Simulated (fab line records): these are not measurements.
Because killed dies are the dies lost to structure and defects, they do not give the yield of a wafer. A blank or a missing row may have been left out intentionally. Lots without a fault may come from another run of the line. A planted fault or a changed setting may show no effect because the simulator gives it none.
Chamber matching	flow n5Finfet	uvCure-01 running N5_BEOL_M11_CURE_72: 3 sister chambers
The step cures SiCOH lowk, time 120 s. 3 wafers are shown with their chamber, then 8 later ones without.

## WAFERS WITH THEIR CHAMBER
wafer	chamber	wafer_temp_C_max
L081.5	1	372.5
L086.4	0	373.1
L090.4	2	370.8

## WAFERS WITHOUT THEIR CHAMBER
wafer	wafer_temp_C_max
L090.5	371.3
L090.6	371.7
L097.1	372.8
L097.2	372.4
L097.5	372.0
L097.3	372.1
L097.4	373.7
L097.6	372.4

## CHAMBER TAKEN BY EACH
wafer	from the rows above	in truth
L090.5	can't be placed: 2 or 1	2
L090.6	can't be placed: 1 or 2 or 0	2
L097.1	can't be placed: 0 or 1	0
L097.2	can't be placed: 1 or 0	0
L097.5	can't be placed: 1 or 0 or 2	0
L097.3	can't be placed: 1 or 0 or 2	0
L097.4	can't be placed: 0 or 1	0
L097.6	can't be placed: 1 or 0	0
Placed correctly: 0 of 8. Cannot be placed on the basis of these rows: 8; the candidates contain the true chamber in 8. 0 placed wrongly.
How it was worked out, from the rows above alone: a wafer's distance from a chamber is the root of the sum, over the readings, of the square of ((its reading less the chamber's mean) divided by the reading's scatter). If the next closest chamber is less than 2 further off than the closest, the wafer can't be placed; otherwise it belongs to the closest. The mean given for a chamber averages the wafers shown for that chamber. The scatter: root of mean squared gap, hidden wafer to nearest shown wafer, with one shown wafer a chamber.
